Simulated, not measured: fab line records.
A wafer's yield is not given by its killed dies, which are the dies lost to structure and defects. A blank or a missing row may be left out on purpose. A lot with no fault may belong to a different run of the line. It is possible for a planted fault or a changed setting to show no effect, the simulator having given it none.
A struck lot beside a sound one || flow nand_harc || 26 out of 1302 route steps
Sound: the wafers L593.2, L593.3, L593.4. The struck wafers were L584.1, L584.3, L584.6. Last of all comes the cause.
For every step that has rows: the tool of each side, followed by ch and its chambers, followed by its first start. Under that, the readings that differ: sound wafers || struck wafers || difference of the means || sigmas: that difference in standard deviations of wafers without a fault.
alike: words and numbers the same on both sides, and readings whose means are apart by under 2 such deviations; not compared: readings that were withheld, readings missing a value for some wafer, numbers with overlapping values and no deviation given by the record, and bounds like >300 which may hide the same value.
Wherever a step has rows on one side only, a row that says differs or no value, or a row with sigmas, the two part there. Non-overlapping numbers with no deviation appear without sigmas and do not part them. A reading missing from all wafers of one side parts the sides only when that side holds two or more wafers.

first, 8 steps without rows for these wafers: NHARC_A_CHANNEL_HOLE_D2_DEVELOP_09 (develop time 35 s); NHARC_A_CHANNEL_HOLE_D2_DESCUM_15 (chemistry O2, time 3 s); NHARC_A_CHANNEL_HOLE_D2_ETCH_38 (etches the open film in CF4, target depth 39 nm, time 65 s); NHARC_A_CHANNEL_HOLE_D2_ETCH_39 (etches the open film in N2/H2, target depth 260 nm, time 325 s); NHARC_A_CHANNEL_HOLE_D2_ETCH_34 (etches the open film in CF4/CHF3, target depth 154 nm, time 77 s); NHARC_A_CHANNEL_HOLE_D2_ETCH_16 (etches the open film in O2/COS, target depth 3100 nm, time 806 s); NHARC_A_CHANNEL_HOLE_D2_ETCH_19 (etches the open film in C4F8/O2/Ar, time 34.5 s); NHARC_A_CHANNEL_HOLE_D2_ETCH_20 (etches the open film in C4F8/O2/Ar, time 361.9 s, target depth 1600 nm).
NHARC_A_CHANNEL_HOLE_D2_ETCH_21: etches the open film in C4F8/O2/Ar, time 514.3 s, target depth 1600 nm.
  sound on har_etch-02 ch 0,1, day 22 03:07; struck on har_etch-01 ch 0,1, day 18 01:38
  alike: drypump_motor_current_A, he_backside_leak_sccm, mfc_ar_sccm, oes_air_line_au, showerhead_plenum_p_Torr, throttle_valve_pct
  not compared: rf_hours_counter_h
then, 14 steps without rows for these wafers: NHARC_A_CHANNEL_HOLE_D2_ETCH_22 (etches the open film in C4F8/O2/Ar, time 666.7 s, target depth 1600 nm); NHARC_A_CHANNEL_HOLE_D2_ETCH_23 (etches the open film in C4F8/O2/Ar, time 819 s, target depth 1600 nm); NHARC_A_CHANNEL_HOLE_D2_ETCH_24 (etches the open film in C4F8/O2/Ar, time 906.2 s, target depth 1500 nm); NHARC_A_CHANNEL_HOLE_D2_ETCH_25 (etches the open film in C4F8/O2/Ar, time 1040.2 s, target depth 1500 nm); NHARC_A_CHANNEL_HOLE_D2_ETCH_26 (etches the open film in C4F8/O2/Ar, time 224.1 s, target depth 300 nm); NHARC_A_CHANNEL_HOLE_D2_ETCH_27 (etches the open film in C4F8/O2/Ar, time 90 s, target depth 400 nm); NHARC_A_CHANNEL_HOLE_D2_STRIP_41 (strips in N2/H2); NHARC_A_CHANNEL_HOLE_D2_STRIP_42 (strips in CF4/CHF3); NHARC_A_CHANNEL_HOLE_D2_STRIP_43 (strips in O2/COS); NHARC_A_CHANNEL_HOLE_D2_ETCH_44 (etches the open film in CF4/O2, target depth 140 nm, overetch 14 nm, time 77 s); NHARC_A_CHANNEL_HOLE_D2_STRIP_28 (strips in O2); NHARC_A_CHANNEL_HOLE_D2_PRECLEAN_29 (cleans in SC1); NHARC_A_CHANNEL_HOLE_D2_SRD_30; NHARC_A_CHANNEL_HOLE_D2_XSEM_32.
NHARC_A_CHANNEL_HOLE_D2_INSPECT_40:
  struck on defect_inspect-01, day 18 06:55; sound on defect_inspect-01, day 22 08:28
{"reading": "raw_defect_count", "sound": "245 158 291", "struck": "1062 778 914", "difference": "+687", "sigmas": "+10"}
then, 1 step without rows for these wafers: NHARC_A_CHANNEL_FILL_D2_PRECLEAN_00 (cleans in SC1).
-- record jumps: 11 days between struck wafers' starts before vs after; left off in module A_CHANNEL_FILL_D2, resumes in module END, first step shown is number 1302 of the route --
NHARC_END_SORT_01:
  only the struck wafers appear in the record here, on prober-02 ch 0 at day 29 02:36; the sound ones have no rows

== WHERE THEY PART ==
First at NHARC_A_CHANNEL_HOLE_D2_INSPECT_40; last, within this record, at NHARC_END_SORT_01.

WHY: whatever the simulator had introduced
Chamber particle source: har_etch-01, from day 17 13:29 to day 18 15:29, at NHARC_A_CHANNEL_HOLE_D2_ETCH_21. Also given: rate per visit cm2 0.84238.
